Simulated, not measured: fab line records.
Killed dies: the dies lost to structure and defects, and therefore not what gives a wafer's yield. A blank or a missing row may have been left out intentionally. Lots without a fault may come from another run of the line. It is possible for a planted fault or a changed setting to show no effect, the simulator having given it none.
fab line records	flow n5_finfet
[record] lots = 11	wafers = 30	last_day = 20
route steps=1938 shown BEOL_M2@910 BEOL_M4@1111 PASSIVATION@1936
lots untouched by any fault: they come from a run of this same line in which no faults occurred
start_h: start of the lot's first displayed wafer, in hours after the record's first day	wait_h: hours since the lot's step before	" same as the row above	L1.1+2: a row that stands for several wafers	- no value, or no start was given	* or withheld: withheld	< > ~ a bound
route shown NAME@n: a module of which the file shows steps, and the number in the route of the first	usual: the fault-free wafers' mean and standard deviation	same: alike in all rows	chamber/n: place in a boat	sites: readings site by site	_std_site: how widely they spread, as a standard deviation	_edge_site: inner sites' mean taken away from outer sites' mean	radius_mm: how far each site lies from the wafer's centre	mask NAME#n: copy n	behind: the most recent tool/chamber to have shaped the wafer	hold: why the lot went on hold/how many hours it stayed there/how the hold came to an end	device: transistor that didn't switch, given as n, p or np	end of line: tests of these same wafers at the route's end	where a step has no rows: the recipe by itself	killed: at the first sort, the dies lost to defects and structure; wafer yield is something else	map: a wafer's dies, x killed, . not, _ none there
set.NAME: the run value of the setting; set.NAME@STEP: its run value at that earlier step	model.NAME: the simulator's own value behind a step, which no gauge read
route steps across a sampled set of lots; one table per step, one row per wafer
services: a tool's chamber out of use, with start hour (start_h, from the record's first day; less than 0 if before it), hours out, and reason
[[steps]]
[step N5_BEOL_M2_SPUTTER_86]
[recipe] material = Cu	target_thk_a = 45	temp_c = -20	chamber_pressure_pa = 0.07	power_w = withheld	time_s = 8.29
[usual] throttle_valve_pct = 29.6/0.88
[same] time_s = 8.29
lot.wafer	tool	chamber	start_h	wait_h	throttle_valve_pct
L774.3	pvd_sputter-02	-	169.67	0.1	30.6
L774.5	"	-	"	"	28.9
L774.6	"	-	"	"	29.9
L775.4	pvd_sputter-03	-	170.81	0.1	29.2
L775.5	"	-	"	"	29.8
L776.1	pvd_sputter-03	-	178.78	0.1	31.2
L776.4	"	-	"	"	28.4
L776.5	"	-	"	"	28.3
L777.1	pvd_sputter-03	-	182.20	0.1	29.0
L777.3	"	-	"	"	29.6
L777.6	"	-	"	"	28.3
L787.2	pvd_sputter-01	-	234.75	0.1	30.5
L787.3	"	-	"	"	28.3
L785.2	pvd_sputter-03	-	242.16	0.1	29.8
L785.4	"	-	"	"	29.2
L785.6	"	-	"	"	31.1
L788.2	pvd_sputter-03	-	252.95	0.1	29.2
L788.6	"	-	"	"	29.9
L790.1	pvd_sputter-02	-	256.26	0.1	29.4
L790.4	"	-	"	"	30.6
L790.5	"	-	"	"	29.2
L791.1	pvd_sputter-03	-	272.42	0.1	29.7
L791.3	"	-	"	"	31.3
L791.5	"	-	"	"	29.0
L793.4	pvd_sputter-03	-	281.50	0.1	29.3
L793.5	"	-	"	"	31.4
L793.6	"	-	"	"	28.3
L794.2	pvd_sputter-01	-	290.51	0.1	28.9
L794.4	"	-	"	"	28.4
L794.5	"	-	"	"	28.9
[step N5_BEOL_M2_ANNEAL_93]
[recipe] temp_c = 400	time_s = 240	ambient = vacuum
[usual] heater_power_w = 810/58
[same] time_s = 240
lot.wafer	tool	chamber	start_h	wait_h	heater_power_w
L774.3	pvd_sputter-02	-	170.41	0.0	852
L774.5	"	-	"	"	790
L774.6	"	-	"	"	711
L775.4	pvd_sputter-03	-	171.55	0.0	794
L775.5	"	-	"	"	901
L776.1	pvd_sputter-03	-	179.52	0.0	777
L776.4	"	-	"	"	849
L776.5	"	-	"	"	841
L777.1	pvd_sputter-03	-	182.94	0.0	804
L777.3	"	-	"	"	904
L777.6	"	-	"	"	825
L787.2	pvd_sputter-01	-	235.49	0.0	871
L787.3	"	-	"	"	741
L785.2	pvd_sputter-03	-	242.90	0.0	885
L785.4	"	-	"	"	803
L785.6	"	-	"	"	785
L788.2	pvd_sputter-03	-	253.69	0.0	808
L788.6	"	-	"	"	906
L790.1	pvd_sputter-02	-	257.00	0.0	755
L790.4	"	-	"	"	859
L790.5	"	-	"	"	721
L791.1	pvd_sputter-03	-	273.16	0.0	884
L791.3	"	-	"	"	804
L791.5	"	-	"	"	796
L793.4	pvd_sputter-03	-	282.24	0.0	802
L793.5	"	-	"	"	793
L793.6	"	-	"	"	827
L794.2	pvd_sputter-01	-	291.25	0.0	923
L794.4	"	-	"	"	750
L794.5	"	-	"	"	744
[step N5_BEOL_M2_ANNEAL_51]
[recipe] temp_c = 225	time_s = 90	ambient = N2
[usual] anneal_temp_c_max = 225.86/0.26	wafer_temp_C_max = 225.9/0.3
[same] time_s = 90
lot.wafer	tool	chamber	start_h	wait_h	anneal_temp_c_max	wafer_temp_C_max
L774.3	rtp_anneal-01	0	171.06	0.1	226.27	225.3
L774.5	"	0	"	"	225.94	226.0
L774.6	"	0	"	"	225.95	225.5
L775.4	rtp_anneal-02	0	172.24	0.2	225.97	225.8
L775.5	"	0	"	"	226.05	226.0
L776.1	rtp_anneal-01	0	180.07	0.1	226.20	225.9
L776.4	"	0	"	"	226.39	225.9
L776.5	"	0	"	"	225.92	225.7
L777.1	rtp_anneal-02	0	183.49	0.1	225.53	226.1
L777.3	"	0	"	"	225.56	226.1
L777.6	"	0	"	"	225.78	225.9
L787.2	rtp_anneal-01	0	236.09	0.1	225.85	225.6
L787.3	"	0	"	"	226.14	225.5
L785.2	rtp_anneal-02	0	243.50	0.1	225.73	225.9
L785.4	"	0	"	"	225.69	226.5
L785.6	"	0	"	"	225.65	225.9
L788.2	rtp_anneal-02	0	254.29	0.1	225.61	226.1
L788.6	"	0	"	"	225.61	226.4
L790.1	rtp_anneal-02	0	257.55	0.1	225.71	226.2
L790.4	"	0	"	"	225.46	226.0
L790.5	"	0	"	"	225.90	226.4
L791.1	rtp_anneal-01	0	273.72	0.1	226.09	225.5
L791.3	"	0	"	"	226.26	225.9
L791.5	"	0	"	"	226.12	225.4
L793.4	rtp_anneal-02	0	282.93	0.2	225.62	226.0
L793.5	"	0	"	"	225.52	226.1
L793.6	"	0	"	"	225.40	226.3
L794.2	rtp_anneal-01	0	291.90	0.2	225.99	225.6
L794.4	"	0	"	"	226.38	225.4
L794.5	"	0	"	"	226.26	225.5
[step N5_BEOL_M2_CO_CAP_55]
[recipe] material = Co	target_thk_a = 20	temp_c = 200	precursor = CCTBA/H2	pressure_torr = 30	time_s = 102.1
[usual] heater_power_w = 231/19	run_length_s = 124.7/0.59
lot.wafer	tool	chamber	start_h	wait_h	heater_power_w	run_length_s
L774.3	cvd_co-02	1	171.86	0.0	231	125.2
L774.5	"	0	"	"	241	124.5
L774.6	"	1	"	"	230	125.0
L775.4	cvd_co-01	0	172.81	0.0	204	124.5
L775.5	"	1	"	"	262	124.9
L776.1	cvd_co-02	1	180.74	0.0	232	124.8
L776.4	"	1	"	"	233	125.0
L776.5	"	0	"	"	238	124.3
L777.1	cvd_co-02	1	184.16	0.0	229	124.7
L777.3	"	0	"	"	241	124.0
L777.6	"	1	"	"	219	124.8
L787.2	cvd_co-02	1	236.71	0.0	228	156.5
L787.3	"	2	"	"	207	125.0
L785.2	cvd_co-02	0	244.14	0.0	237	155.6
L785.4	"	1	"	"	229	156.0
L785.6	"	0	"	"	242	124.0
L788.2	cvd_co-01	2	254.93	0.0	227	123.7
L788.6	"	1	"	"	265	125.2
L790.1	cvd_co-01	1	258.22	0.0	261	125.6
L790.4	"	1	"	"	260	125.0
L790.5	"	2	"	"	229	123.7
L791.1	cvd_co-01	1	274.39	0.0	255	125.4
L791.3	"	2	"	"	224	124.4
L791.5	"	2	"	"	226	123.9
L793.4	cvd_co-01	1	283.50	0.0	263	126.0
L793.5	"	2	"	"	227	123.8
L793.6	"	0	"	"	207	124.9
L794.2	cvd_co-01	1	292.53	0.0	263	125.5
L794.4	"	0	"	"	201	125.2
L794.5	"	2	"	"	231	123.8
[step N5_BEOL_M4_RC_MEAS_101]
[usual] DIBL_N = 36.5/2.1	DIBL_P = 36.6/2.6	IOFF_N = 0.17/0.044	IOFF_P = 0.21/0.048	ION_N = 674/17	ION_P = 462/9.5	SS_N = 71.6/0.77	SS_P = 73.5/0.72	VT_N = 250/4.2	VT_P = -250/3.9
lot.wafer	tool	chamber	start_h	wait_h	DIBL_N[mV/V]	DIBL_P[mV/V]	IOFF_N[nA/um]	IOFF_P[nA/um]	ION_N[uA/um]	ION_P[uA/um]	SS_N[mV/dec]	SS_P[mV/dec]	VT_N[mV]	VT_P[mV]
L774.3	prober-02	0	217.95	0.3	33.3	32.4	0.09	0.16	644	452	70.7	71.9	259	-254
L774.5	"	0	"	"	38.8	39.3	0.19	0.26	676	469	71.5	74.8	250	-247
L774.6	"	0	"	"	31.5	30.2	0.08	0.13	636	452	70.1	72.3	262	-256
L777.1	prober-01	0	222.07	0.0	41.7	40.4	0.31	0.35	707	476	73.8	74.9	241	-242
L777.3	"	0	"	"	34.2	32.3	0.13	0.19	678	467	70.7	72.7	251	-250
L777.6	"	0	"	"	40.5	40.5	0.29	0.34	703	475	72.2	74.8	241	-243
L775.4	prober-02	0	224.41	0.5	34.9	33.9	0.13	0.17	671	460	70.6	73.4	255	-254
L775.5	"	0	"	"	37.0	37.6	0.17	0.22	684	468	71.1	74.7	248	-252
L776.1	prober-02	0	227.58	0.0	37.2	37.7	0.14	0.20	667	462	71.1	73.0	253	-253
L776.4	"	0	"	"	40.6	42.3	0.24	0.28	706	478	72.4	74.4	241	-245
L776.5	"	0	"	"	39.5	40.8	0.20	0.25	685	465	72.2	74.3	248	-247
L787.2	prober-02	0	278.08	0.2	36.0	37.2	0.16	0.21	688	466	71.6	73.3	249	-253
L787.3	"	0	"	"	33.7	33.3	0.11	0.16	637	446	70.9	72.8	257	-258
L790.1	prober-01	0	299.93	0.0	37.2	36.8	0.19	0.27	692	484	72.1	74.2	245	-244
L790.4	"	0	"	"	33.4	33.5	0.13	0.20	670	467	70.7	73.6	251	-249
L790.5	"	0	"	"	35.6	34.8	0.16	0.23	662	469	71.8	73.9	249	-244
L785.2	prober-02	0	300.01	0.2	37.6	39.6	0.18	0.24	667	456	72.1	74.0	250	-249
L785.4	"	0	"	"	33.3	33.2	0.12	0.15	664	453	70.7	72.2	253	-255
L785.6	"	0	"	"	38.7	41.4	0.20	0.28	664	460	72.3	74.4	247	-250
L788.2	prober-02	0	300.94	0.7	35.9	32.5	0.13	0.17	642	446	70.9	72.0	254	-252
L788.6	"	0	"	"	33.9	32.2	0.11	0.17	643	449	70.0	71.7	252	-249
L791.1	prober-01	0	323.65	0.0	36.8	35.2	0.14	0.17	642	446	71.7	73.2	255	-254
L791.3	"	0	"	"	39.7	40.8	0.23	0.27	699	477	72.2	73.9	247	-245
L791.5	"	0	"	"	41.3	41.4	0.27	0.28	686	459	73.6	74.2	246	-251
L793.4	prober-01	0	331.73	0.5	37.5	38.9	0.19	0.24	684	467	71.8	73.3	248	-251
L793.5	"	0	"	"	36.8	37.7	0.17	0.23	680	472	72.5	73.1	249	-248
L793.6	"	0	"	"	38.7	40.5	0.22	0.26	683	461	72.5	73.6	247	-246
L794.2	prober-02	0	346.14	0.2	36.3	37.5	0.18	0.28	697	485	72.9	73.5	248	-246
L794.4	"	0	"	"	37.3	39.0	0.22	0.31	695	473	72.6	73.7	246	-241
L794.5	"	0	"	"	34.7	33.1	0.14	0.19	648	451	72.8	72.3	257	-251
[step N5_PASSIVATION_PROBE_49]
[usual] defect_limited_yield = 91.2/1.5	killed_at_M0_to_M3 = 36/10	killed_at_M4_up = 14/5.2	killed_at_contacts = 12/6	killed_at_front_end = 37/10	killed_at_other = 4/3.3	killed_dies = 104/18	killed_on_rim = 14/4.1	killed_open = 68/14	killed_short = 34/7.4	sort_bin_4_leakage = 0.01/0.04	sort_bin_5_function = 5.2/1	sort_bin_6_memory = 3.3/0.7	sort_bin_8_speed = 0.01/0.045	sort_n_pass = 1076/18	sort_yield_pct = 91.2/1.5
[same] gross_dies = 1180	killed_at_back_side = 0
lot.wafer	tool	chamber	start_h	wait_h	defect_limited_yield[%]	killed_at_M0_to_M3	killed_at_M4_up	killed_at_contacts	killed_at_front_end	killed_at_other	killed_dies	killed_on_rim	killed_open	killed_short	sort_bin_4_leakage[%]	sort_bin_5_function[%]	sort_bin_6_memory[%]	sort_bin_8_speed[%]	sort_n_pass	sort_yield_pct[%]
L774.3	prober-01	-	319.01	0.1	88.5	39	14	21	58	4	136	17	90	44	0	6.9	4.4	0	1044	88.5
L774.5	prober-01	-	319.11	0.2	88.9	31	21	12	56	11	131	15	82	42	0	6.8	4.0	0	1049	88.9
L774.6	prober-01	-	319.16	0.3	90.0	44	23	16	35	0	118	19	82	31	0	6.4	3.1	0.17	1060	89.8
L775.4	prober-01	-	338.42	0.2	93.3	28	8	6	31	6	79	10	53	26	0	3.9	2.7	0	1101	93.3
L775.5	prober-01	-	338.47	0.2	94.6	18	13	14	16	3	64	7	42	22	0	3.2	1.9	0	1116	94.6
L788.2	prober-01	-	399.11	0.1	90.3	49	10	7	40	8	114	12	75	31	0	5.1	3.6	0.25	1063	90.1
L788.6	prober-01	-	399.31	0.3	94.1	23	13	3	28	3	70	14	49	20	0	4.1	1.8	0.17	1108	93.9
L787.2	prober-01	-	400.56	0.1	92.3	29	12	7	41	2	91	7	55	36	0	5.0	2.4	0	1089	92.3
L787.3	prober-01	-	400.61	0.1	91.6	38	11	9	40	1	99	12	66	32	0	5.2	2.8	0	1081	91.6
L790.1	prober-01	-	420.03	0.0	92.6	25	9	7	32	14	87	14	45	34	0	4.0	3.1	0	1093	92.6
L790.4	prober-01	-	420.18	0.2	91.1	29	21	8	37	10	105	19	67	34	0	4.9	3.9	0	1075	91.1
L790.5	prober-01	-	420.23	0.2	91.9	36	13	9	26	11	95	17	60	30	0	3.7	4.0	0	1085	91.9
L791.1	prober-02	-	439.42	0.0	89.2	50	14	10	46	8	128	15	91	36	0	6.9	3.6	0.08	1051	89.1
L791.3	prober-02	-	439.52	0.1	90.3	40	9	16	45	4	114	10	86	28	0	6.9	2.5	0	1066	90.3
L791.5	prober-02	-	439.62	0.2	91.6	46	11	7	29	6	99	11	68	29	0	5.3	2.5	0	1081	91.6
// killed by level:class
L774.3 STI_FIN_REVEAL:geometric_particle:open=21 MOL_CONTACT_COAG:geometric_particle:open=16 BEOL_M0_SAQP:geometric_particle:short=10 STI_FIN_REVEAL:geometric_particle:short=9 BEOL_M2:geometric_particle:open=9 FIN_SAQP:geometric_particle:short=7 BEOL_M0_SAQP:geometric_particle:open=7 FIN_SAQP:geometric_particle:open=6
L774.5 FIN_SAQP:geometric_particle:open=15 MOL_CONTACT_COAG:geometric_particle:open=12 FIN_SAQP:geometric_particle:short=9 BEOL_M0_SAQP:geometric_particle:short=9 BEOL_M1:geometric_particle:open=8 BEOL_M4:geometric_particle:open=8 STI_FIN_REVEAL:geometric_particle:open=6 BEOL_M0_SAQP:geometric_particle:open=6
L774.6 BEOL_M4:geometric_particle:open=17 MOL_CONTACT_COAG:geometric_particle:open=13 BEOL_M3:geometric_particle:open=13 FIN_SAQP:geometric_particle:open=8 BEOL_M0_SAQP:geometric_particle:short=7 BEOL_M0_SAQP:geometric_particle:open=6 BEOL_M1:geometric_particle:open=6 BEOL_M1:geometric_particle:short=4
L775.4 BEOL_M2:geometric_particle:open=7 STI_FIN_REVEAL:geometric_particle:open=6 FIN_SAQP:geometric_particle:short=5 GATE_CUT:geometric_particle:short=5 MOL_CONTACT_COAG:geometric_particle:open=5 BEOL_M0_SAQP:geometric_particle:open=5 BEOL_M1:geometric_particle:open=5 FIN_SAQP:geometric_particle:open=3
L775.5 MOL_CONTACT_COAG:geometric_particle:open=12 GATE_CUT:geometric_particle:short=6 BEOL_M1:geometric_particle:open=5 FIN_SAQP:geometric_particle:open=4 BEOL_M0_SAQP:geometric_particle:short=4 BEOL_M4:geometric_particle:open=4 BEOL_M2:geometric_particle:open=3 BEOL_M7:geometric_particle:open=3
L788.2 BEOL_M0_SAQP:geometric_particle:open=15 BEOL_M3:geometric_particle:open=11 BEOL_M0_SAQP:geometric_particle:short=8 HKMG_FIN:area_etch=8 MOL_CONTACT_COAG:geometric_particle:open=7 FIN_SAQP:geometric_particle:open=6 BEOL_M4:geometric_particle:open=6 STI_FIN_REVEAL:geometric_particle:open=5
L788.6 BEOL_M0_SAQP:geometric_particle:open=7 BEOL_M3:geometric_particle:open=7 FIN_SAQP:geometric_particle:open=6 BEOL_M4:geometric_particle:open=6 GATE_CUT:geometric_particle:short=5 STI_FIN_REVEAL:geometric_particle:open=4 BEOL_M0_SAQP:geometric_particle:short=4 FIN_SAQP:geometric_particle:short=3
L787.2 FIN_SAQP:geometric_particle:open=9 BEOL_M1:geometric_particle:open=9 GATE_CUT:geometric_particle:short=7 MOL_CONTACT_COAG:geometric_particle:open=7 FIN_SAQP:geometric_particle:short=6 BEOL_M2:geometric_particle:open=5 BEOL_M1:geometric_particle:short=5 BEOL_M4:geometric_particle:open=5
L787.3 STI_FIN_REVEAL:geometric_particle:open=15 BEOL_M0_SAQP:geometric_particle:open=14 MOL_CONTACT_COAG:geometric_particle:open=9 BEOL_M0_SAQP:geometric_particle:short=9 BEOL_M2:geometric_particle:open=6 ILD0:geometric_particle:short=5 FIN_SAQP:geometric_particle:short=4 BEOL_M1:geometric_particle:open=4
L790.1 STI_FIN_REVEAL:geometric_particle:open=8 MOL_CONTACT_COAG:geometric_particle:open=6 PASSIVATION:area_etch=6 BEOL_M0_SAQP:geometric_particle:short=5 BEOL_M4:geometric_particle:open=5 STARTING-WAFER:geometric_particle:short=5 FIN_SAQP:geometric_particle:short=4 GATE_CUT:geometric_particle:short=4
L790.4 BEOL_M0_SAQP:geometric_particle:open=8 BEOL_M0_SAQP:geometric_particle:short=7 BEOL_M3:geometric_particle:open=7 BEOL_M4:geometric_particle:open=7 BEOL_M3:geometric_particle:short=6 GATE_CUT:geometric_particle:short=6 MOL_CONTACT_COAG:geometric_particle:open=6 BEOL_M5:geometric_particle:open=6
L790.5 FIN_SAQP:geometric_particle:open=8 MOL_CONTACT_COAG:geometric_particle:open=8 BEOL_M3:geometric_particle:open=8 BEOL_M4:geometric_particle:open=8 BEOL_M0_SAQP:geometric_particle:short=6 GATE_CUT:geometric_particle:short=5 BEOL_M0_SAQP:geometric_particle:open=5 FIN_SAQP:geometric_particle:short=4
L791.1 BEOL_M2:geometric_particle:open=20 STI_FIN_REVEAL:geometric_particle:open=15 BEOL_M1:geometric_particle:open=11 MOL_CONTACT_COAG:geometric_particle:open=8 FIN_SAQP:geometric_particle:open=7 BEOL_M0_SAQP:geometric_particle:open=6 BEOL_M0_SAQP:geometric_particle:short=5 BEOL_M5:geometric_particle:open=5
L791.3 BEOL_M1:geometric_particle:open=15 MOL_CONTACT_COAG:geometric_particle:open=12 BEOL_M2:geometric_particle:open=11 STI_FIN_REVEAL:geometric_particle:open=10 FIN_SAQP:geometric_particle:open=9 BEOL_M3:geometric_particle:open=6 FIN_SAQP:geometric_particle:short=4 STI_FIN_REVEAL:geometric_particle:short=4
L791.5 BEOL_M0_SAQP:geometric_particle:short=8 BEOL_M1:geometric_particle:open=8 BEOL_M2:geometric_particle:open=8 BEOL_M3:geometric_particle:open=8 MOL_CONTACT_COAG:geometric_particle:open=6 BEOL_M0_SAQP:geometric_particle:open=6 FIN_SAQP:geometric_particle:open=5 GATE_CUT:geometric_particle:open=5
[[services]]
tool	chamber	start_h	hours	kind
pvd_sputter-01	-	155.50	4.5	repair
cvd_co-02	1	164.16	4.1	repair
pvd_sputter-01	-	219.23	4.0	repair
cvd_co-02	2	240.71	4.8	repair
cvd_co-01	0	243.52	11.4	repair
cvd_co-02	-	285.01	2.8	pm
[[key]]
[first_sign] step = N5_BEOL_M2_CO_CAP_55	reading = run_length_s	direction = up	sigmas = 53	usual = *	struck = *
effect none on later readings
met_at N5_BEOL_M2_CO_CAP_55
struck_lots L785,L787
struck_wafers L785.2,L785.4,L787.2
not_acting_at N5_BEOL_M2_SPUTTER_86,N5_BEOL_M2_ANNEAL_93,N5_BEOL_M2_ANNEAL_51
onset_between 184.16 236.71
[fault] kind = process_parameter_drift	tool = cvd_co-02	chamber = -	onset_h = 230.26	steps = N5_BEOL_M2_CO_CAP_55	channel = time_s	offset = *	shape = step	end_h = 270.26	scope = struck_wafers_only	acts_in = *	stated = *
